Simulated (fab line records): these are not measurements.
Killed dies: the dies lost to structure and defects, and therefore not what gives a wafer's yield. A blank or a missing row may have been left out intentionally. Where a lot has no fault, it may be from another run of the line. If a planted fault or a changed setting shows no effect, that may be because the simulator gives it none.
Split-lot experiment :: flow n5 finfet :: 21 wafers read across 7 lots, on a route 1938 steps long

## ABOUT THE SPLIT
At N5_BEOL_M1_ILD_DEP_00 (deposits SiOC from DEMS/O2, target thk 79 nm, time 15.3 s), the setting time s was moved away from the recipe's 15.3 s on 7 of the 21 wafers read, by -9.9% to +13.6%. For the rest of the wafers, this setting stayed at what the recipe calls for.

No step appears in the file between the split and the reading.

## THE READING
Values of M1_ILD_THK in nm from N5_BEOL_M1_THK_MEAS_01. Typical for fault-free wafers on this fab line: 79.1 nm, with standard deviation 0.98 nm.

wafer: L074.1
tool, chamber at the split: pecvd-01, 0
time s as run, s: 15.3
against the recipe: recipe
M1_ILD_THK, nm: 77.9
against lot-mates on the recipe: -

wafer: L074.2
tool, chamber at the split: pecvd-01, 1
time s as run, s: 15.3
against the recipe: recipe
M1_ILD_THK, nm: 78.4
against lot-mates on the recipe: -

wafer: L074.5
tool, chamber at the split: pecvd-01, 1
time s as run, s: 15.3
against the recipe: recipe
M1_ILD_THK, nm: 79.2
against lot-mates on the recipe: -

wafer: L082.2
tool, chamber at the split: pecvd-03, 1
time s as run, s: 17.38
against the recipe: +13.6%
M1_ILD_THK, nm: 89.4
against lot-mates on the recipe: +10.5

wafer: L082.5
tool, chamber at the split: pecvd-03, 1
time s as run, s: 15.3
against the recipe: recipe
M1_ILD_THK, nm: 78.9
against lot-mates on the recipe: -

wafer: L082.6
tool, chamber at the split: pecvd-03, 2
time s as run, s: 17.38
against the recipe: +13.6%
M1_ILD_THK, nm: 90.7
against lot-mates on the recipe: +11.8

wafer: L084.4
tool, chamber at the split: pecvd-03, 0
time s as run, s: 15.3
against the recipe: recipe
M1_ILD_THK, nm: 80.1
against lot-mates on the recipe: -

wafer: L084.5
tool, chamber at the split: pecvd-03, 2
time s as run, s: 14.53
against the recipe: -5.0%
M1_ILD_THK, nm: 75.2
against lot-mates on the recipe: -4.9

wafer: L084.6
tool, chamber at the split: pecvd-03, 0
time s as run, s: 14.53
against the recipe: -5.0%
M1_ILD_THK, nm: 76.4
against lot-mates on the recipe: -3.7

wafer: L086.1
tool, chamber at the split: pecvd-01, 0
time s as run, s: 15.3
against the recipe: recipe
M1_ILD_THK, nm: 79.0
against lot-mates on the recipe: -

wafer: L086.4
tool, chamber at the split: pecvd-01, 0
time s as run, s: 15.3
against the recipe: recipe
M1_ILD_THK, nm: 80.8
against lot-mates on the recipe: -

wafer: L086.5
tool, chamber at the split: pecvd-01, 1
time s as run, s: 15.3
against the recipe: recipe
M1_ILD_THK, nm: 80.4
against lot-mates on the recipe: -

wafer: L091.1
tool, chamber at the split: pecvd-02, 1
time s as run, s: 15.3
against the recipe: recipe
M1_ILD_THK, nm: 78.2
against lot-mates on the recipe: -

wafer: L091.4
tool, chamber at the split: pecvd-02, 2
time s as run, s: 15.3
against the recipe: recipe
M1_ILD_THK, nm: 79.9
against lot-mates on the recipe: -

wafer: L091.5
tool, chamber at the split: pecvd-02, 1
time s as run, s: 13.78
against the recipe: -9.9%
M1_ILD_THK, nm: 71.5
against lot-mates on the recipe: -7.6

wafer: L092.3
tool, chamber at the split: pecvd-03, 2
time s as run, s: 15.3
against the recipe: recipe
M1_ILD_THK, nm: 77.1
against lot-mates on the recipe: -

wafer: L092.5
tool, chamber at the split: pecvd-03, 0
time s as run, s: 16.13
against the recipe: +5.4%
M1_ILD_THK, nm: 84.1
against lot-mates on the recipe: +5.8

wafer: L092.6
tool, chamber at the split: pecvd-03, 1
time s as run, s: 15.3
against the recipe: recipe
M1_ILD_THK, nm: 79.4
against lot-mates on the recipe: -

wafer: L093.3
tool, chamber at the split: pecvd-03, 1
time s as run, s: 16.73
against the recipe: +9.3%
M1_ILD_THK, nm: 86.2
against lot-mates on the recipe: +7.9

wafer: L093.4
tool, chamber at the split: pecvd-03, 0
time s as run, s: 15.3
against the recipe: recipe
M1_ILD_THK, nm: 78.2
against lot-mates on the recipe: -

wafer: L093.6
tool, chamber at the split: pecvd-03, 1
time s as run, s: 15.3
against the recipe: recipe
M1_ILD_THK, nm: 78.5
against lot-mates on the recipe: -

FIT RESULTS
A straight line over all 21 wafers: M1_ILD_THK changes by +0.784 nm for each +1% of time s; r = +0.98; the points scatter about the line by 0.96 nm.
The same after taking each lot's own level away (the mean of its wafers on the recipe; 21 wafers): +0.825 nm for each +1%; r = +0.99; scatter 0.75 nm.
Per that fit: largest time s move, reading shift of 11 nm.
Across the lots, their own levels run from 78.25 to 80.10 nm, a range of 1.9 times the standard deviation given above.
So the lot-to-lot level changes the slope little: the two slopes agree.
Check: with one of the wafers moved furthest among these (+13.6%) left out of the fit, the line predicts +11.7 nm for it against its lot-mates. Against them it came out at +10.5 nm.

## THESE WAFERS: OTHER SPLITS
These wafers also went through other splits before the reading. Each is held against what the fit with the lots' levels taken away leaves over:
other split on the same wafers: N5_MOL_CONTACT_COAG_EXPOSE_81 dose mj
wafers away from the commonest value: 6
r with M1_ILD_THK (lot level and that fit taken away): -0.04

other split on the same wafers: N5_MOL_CONTACT_COAG_EXPOSE_37 dose mj
wafers away from the commonest value: 10
r with M1_ILD_THK (lot level and that fit taken away): +0.22

other split on the same wafers: N5_MOL_CONTACT_COAG_ETCH_67 source w
wafers away from the commonest value: 5
r with M1_ILD_THK (lot level and that fit taken away): +0.41

other split on the same wafers: N5_BEOL_M0_SAQP_SPACER1_ALD_98 ald cycles
wafers away from the commonest value: 6
r with M1_ILD_THK (lot level and that fit taken away): -0.01

## THE WHOLE CHAIN: every reading that the file lists as answering this split, in the file's order
step: N5_BEOL_M1_ILD_DEP_00
what it does: deposits SiOC from DEMS/O2, target thk 79 nm, time 15.3 s
reading: SiOC_of_BEOL_M1_ILD_DEP_00.thk nm (the simulator's own value, which no gauge read)
change (the file's fit): +0.823 nm for each +1% of the setting
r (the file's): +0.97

step: N5_BEOL_M1_THK_MEAS_01
what it does: 
reading: M1_ILD_THK
change (the file's fit): +0.829 for each +1% of the setting
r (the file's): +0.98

## THE FILE'S OWN FIT
M1_ILD_THK changes by +0.829 nm for each +1% of time s, r = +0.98.
